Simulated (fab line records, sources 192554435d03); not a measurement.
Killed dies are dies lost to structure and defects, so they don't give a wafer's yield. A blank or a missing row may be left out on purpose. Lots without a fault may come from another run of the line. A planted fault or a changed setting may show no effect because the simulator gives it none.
A struck lot beside a sound one | flow n5_finfet | 35 steps out of a route of 1938
Sound: wafers L280.1, L280.3, L280.6. Struck: wafers L290.1, L290.2, L290.6. The cause comes at the end.
At each step with rows: each side's tool, then ch and its chambers, then its first start. Under that, the readings that differ: sound wafers | struck wafers | difference of the means | sigmas: that difference in standard deviations of wafers without a fault.
alike: readings whose means differ by less than 2 such deviations, and words and numbers that are the same on both sides. not compared: withheld readings, readings that some wafer has no value for, bounds like >300 that may hide the same value, and numbers for which the record gives no deviation and whose values overlap.
The two part at a step that has a row with sigmas, a row that says differs or no value, or rows on one side only. Numbers that don't overlap but have no deviation are shown without sigmas and don't part them. A reading that every wafer of one side lacks parts them only if that side has two wafers or more.

first, 10 steps without rows for these wafers: N5_BEOL_M1_STRIP_36 (strips in N2/H2); N5_BEOL_M1_TRENCH_ETCH_37 (etches SiOC in C4F6/O2, target depth 55.207 nm, time 29 s); N5_BEOL_M1_ETCH_41 (etches SiCN in CH3F/O2, target depth 31.9 nm, time 57.8 s); N5_BEOL_M1_STRIP_97 (strips in N2/H2, time 10 s); N5_BEOL_M1_HM_STRIP_39 (strips TiN in peroxide tin strip, target depth 25 nm, time 158 s); N5_BEOL_M1_SRD_40 (time 30 s); N5_BEOL_M1_PRECLEAN_42 (cleans in residue remover, time 60 s); N5_BEOL_M1_SRD_43 (time 30 s); N5_BEOL_M1_DEGAS_44 (time 60 s); N5_BEOL_M1_PRE_CLEAN_45 (time 30 s).
N5_BEOL_M1_ALD_84: deposits TaN, pulse time 2 s, purge time 3 s, co reactant purge time 2 s.
  sound on ald_metal-02 ch 0,2,3, day 6 22:32; struck on ald_metal-02 ch 0,1,3, day 9 10:44
  no value came back on the struck wafers for ald_cycles, chamber_pressure_Torr (Torr), co_reactant_pulse_time_s (s), heater_power_w (W); on the sound wafers ald_cycles reads 30 30 30
then, 21 steps without rows for these wafers: N5_BEOL_M1_SURFACE_TREAT_85; N5_BEOL_M1_CVD_47 (deposits Co from CCTBA/H2, target thk 3 nm, time 223.8 s); N5_BEOL_M1_SPUTTER_48 (material Cu, target thk 4.5 nm, time 8.29 s); N5_BEOL_M1_ANNEAL_49 (time 240 s); N5_BEOL_M1_SPUTTER_79 (material Cu, target thk 4.5 nm, time 8.29 s); N5_BEOL_M1_ANNEAL_80 (time 240 s); N5_BEOL_M1_SPUTTER_81 (material Cu, target thk 4.5 nm, time 8.29 s); N5_BEOL_M1_ANNEAL_82 (time 240 s); N5_BEOL_M1_SPUTTER_86 (material Cu, target thk 4.5 nm, time 8.29 s); N5_BEOL_M1_ANNEAL_87 (time 240 s); N5_BEOL_M1_SPUTTER_88 (material Cu, target thk 4.5 nm, time 8.29 s); N5_BEOL_M1_ANNEAL_89 (time 240 s); N5_BEOL_M1_SPUTTER_90 (material Cu, target thk 4.5 nm, time 8.29 s); N5_BEOL_M1_ANNEAL_91 (time 240 s); N5_BEOL_M1_SPUTTER_92 (material Cu, target thk 4.5 nm, time 8.29 s); N5_BEOL_M1_ANNEAL_93 (time 240 s); N5_BEOL_M1_SPUTTER_94 (material Cu, target thk 4.5 nm, time 8.29 s); N5_BEOL_M1_ANNEAL_95 (time 240 s); N5_BEOL_M1_SPUTTER_96 (material Cu, target thk 4.5 nm, time 8.29 s); N5_BEOL_M1_ECD_50 (material Cu, target thk 300 nm); N5_BEOL_M1_ANNEAL_51 (time 90 s).
N5_BEOL_M1_CMP_52: polishes, stops on SiOC, t overpolish 6.8 s, target thk 40 nm.
  sound on cmp-04 ch 1,3, day 7 01:16; struck on cmp-01 ch 0,1, day 9 15:17
  reading                      | sound          | struck         | difference | sigmas
  barrier_field_endpoint_s (s) | 24.3 24.7 24.7 | 22.7 22.4 22.7 | -2.0       | -4
  alike: motor_current_A
N5_BEOL_M4_RC_MEAS_101:
  the record has rows for the sound wafers here (prober-01 ch 0, day 8 17:27) and none for the struck ones
-- the record jumps here: 6 days lie between the struck wafers' starts before and after (it left off in module BEOL_M4 and takes up again in module PASSIVATION, whose first step shown is number 1936 of the route) --
N5_PASSIVATION_PROBE_49:
  sound on prober-02, day 12 19:47; struck on prober-02, day 15 06:49
  reading                  | sound          | struck            | difference | sigmas
  defect_limited_yield (%) | 90.9 90.0 91.8 | 0 0 0             | -91        | -65
  killed_at_M0_to_M3       | 31 42 25       | 1127 1108 1112    | +1083      | +99 or more
  killed_dies              | 107 118 97     | 1180 1180 1180    | +1073      | +67
  killed_on_rim            | 14 11 12       | 152 152 152       | +140       | +41
  sort_bin_4_leakage (%)   | 0 0 0          | 92.37 90.68 91.19 | +91.41     |
  sort_n_pass              | 1073 1062 1083 | 0 0 0             | -1073      | -67
  sort_yield_pct (%)       | 90.9 90.0 91.8 | 0 0 0             | -91        | -65
  alike: killed_at_M4_up, killed_at_contacts, killed_at_front_end, killed_at_other, killed_open, killed_short, sort_bin_5_function, sort_bin_6_memory

WHERE THEY PART
First at N5_BEOL_M1_ALD_84; last, within this record, at N5_PASSIVATION_PROBE_49.

WHY: what the simulator had put in
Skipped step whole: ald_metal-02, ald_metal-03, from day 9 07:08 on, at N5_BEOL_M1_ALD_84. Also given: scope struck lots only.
